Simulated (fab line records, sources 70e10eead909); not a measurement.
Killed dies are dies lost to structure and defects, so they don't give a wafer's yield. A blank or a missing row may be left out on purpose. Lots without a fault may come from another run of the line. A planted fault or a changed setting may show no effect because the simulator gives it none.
A struck lot beside a sound one | flow nand_harc | 18 steps out of a route of 1159
Sound: wafers L349.3, L349.4, L349.5. Struck: wafer L366.2. (L366.4, L366.6 of the same lot were not struck and are left out.) The cause comes at the end.
At each step with rows: each side's tool, then ch and its chambers, then its first start. Under that, the readings that differ: sound wafers | struck wafers | difference of the means | sigmas: that difference in standard deviations of wafers without a fault.
alike: readings whose means differ by less than 2 such deviations, and words and numbers that are the same on both sides. not compared: withheld readings, readings that some wafer has no value for, bounds like >300 that may hide the same value, and numbers for which the record gives no deviation and whose values overlap.
The two part at a step that has a row with sigmas, a row that says differs or no value, or rows on one side only. Numbers that don't overlap but have no deviation are shown without sigmas and don't part them. A reading that every wafer of one side lacks parts them only if that side has two wafers or more.

first, 6 steps without rows for these wafers: NHARC_THIN_TSV_COAT_27; NHARC_THIN_TSV_SOFTBAKE_28 (time 95 s); NHARC_THIN_TSV_EBR_29; NHARC_THIN_TSV_EXPOSE_30 (exposes mask PAD); NHARC_THIN_TSV_PEB_31 (peb time 85 s); NHARC_THIN_TSV_DEVELOP_32 (time 70 s).
NHARC_THIN_TSV_CD_MEAS_33: target cd 5000 nm.
  sound on cd_sem-01 ch 0, day 19 20:56; struck on cd_sem-02 ch 0, day 23 11:46
  reading    | sound                | struck | difference | sigmas
  cd_nm (nm) | 4999.9 5001.9 4999.2 | 4994.6 | -5.7       | -3
then, 1 step without rows for these wafers: NHARC_THIN_TSV_HARDBAKE_34 (time 80 s).
NHARC_THIN_TSV_DESCUM_35: chemistry O2, time 3 s.
  sound on rie_diel-08 ch 1,2, day 19 21:05; struck on rie_diel-08 ch 0, day 23 11:56
  reading                     | sound       | struck | difference | sigmas
  drypump_motor_current_A (A) | 5.6 5.0 5.0 | 6.4    | +1.2       | +3
  alike: oes_product_au, rf_vpp_V, showerhead_plenum_p_Torr, throttle_valve_pct
  not compared: rf_hours_counter_h
NHARC_THIN_TSV_ETCH_59: etches the open film in Cl2/BCl3, target depth 880 nm, time 138.1 s.
  sound on rie_metal-01 ch 0,1, day 19 21:19; struck on rie_metal-02 ch 1, day 23 12:04
  reading                     | sound       | struck | difference                   | sigmas
  drypump_motor_current_A (A) | 5.9 6.1 6.1 | 4.9    | -1.1                         | -2
  rf_hours_counter_h (h)      | - - -       | 4.6    | no value on the sound wafers |
  alike: bcl3_flow_sccm, oes_product_au, throttle_valve_pct
NHARC_THIN_TSV_ETCH_36: etches the open film in Cl2/BCl3, target depth 65 nm, time 18.571 s.
  sound on rie_metal-01 ch 0,1, day 19 21:34; struck on rie_metal-02 ch 0, day 23 12:19
  reading                     | sound       | struck | difference                   | sigmas
  drypump_motor_current_A (A) | 5.9 6.1 5.9 | 4.9    | -1.1                         | -2
  rf_hours_counter_h (h)      | - - -       | 4.7    | no value on the sound wafers |
  alike: oes_product_au
NHARC_THIN_TSV_STRIP_56: strips in O2.
  sound on plasma_asher-02 ch 0,1, day 19 21:45; struck on plasma_asher-01 ch 0, day 23 12:38
  reading                | sound | struck | difference                   | sigmas
  rf_hours_counter_h (h) | - - - | 25     | no value on the sound wafers |
  alike: drypump_motor_current_A, heater_power_w
NHARC_THIN_TSV_STRIP_57: strips in post etch residue remover, time 1200 s.
  sound on wet_bench-08 ch 2,5,6, day 19 22:01; struck on wet_bench-08 ch 1, day 23 12:56
  alike: bath_guard_temp_C
NHARC_THIN_TSV_CD_MEAS_37:
  sound on cd_sem-03, day 19 22:28; struck on cd_sem-01, day 23 13:23
  reading    | sound                | struck | difference | sigmas
  cd_nm (nm) | 5001.9 5008.3 5002.2 | 4991.9 | -12.2      | -5
then, 1 step without rows for these wafers: NHARC_THIN_TSV_ANNEAL_58 (time 1800 s).
NHARC_THIN_TSV_INSPECT_40:
  sound on defect_inspect-02, day 20 02:13; struck on defect_inspect-02, day 23 15:01
  reading          | sound       | struck | difference | sigmas
  raw_defect_count | 385 473 391 | 711    | +295       | +4
NHARC_END_WLT_00:
  sound on prober-01, day 20 08:46; struck on prober-02, day 23 23:18
  reading      | sound             | struck | difference | sigmas
  VT_DECK1_TOP | 0.888 0.893 0.888 | 0.908  | +0.018     | +3
  alike: VT_DECK1_BOTTOM, VT_DECK1_BOTTOM_INNER, VT_DECK1_MEDIAN_NEAR_BOTTOM, VT_DECK1_MEDIAN_NEAR_BOTTOM_INNER, VT_DECK1_MIDDLE, VT_DECK1_MIDDLE_INNER, VT_DECK1_TOP_INNER
NHARC_END_SORT_01:
  the record has rows for the struck wafers here (prober-02 ch 0, day 24 02:37) and none for the sound ones

WHERE THEY PART
First at NHARC_THIN_TSV_CD_MEAS_33; last, within this record, at NHARC_END_SORT_01.

WHY: what the simulator had put in
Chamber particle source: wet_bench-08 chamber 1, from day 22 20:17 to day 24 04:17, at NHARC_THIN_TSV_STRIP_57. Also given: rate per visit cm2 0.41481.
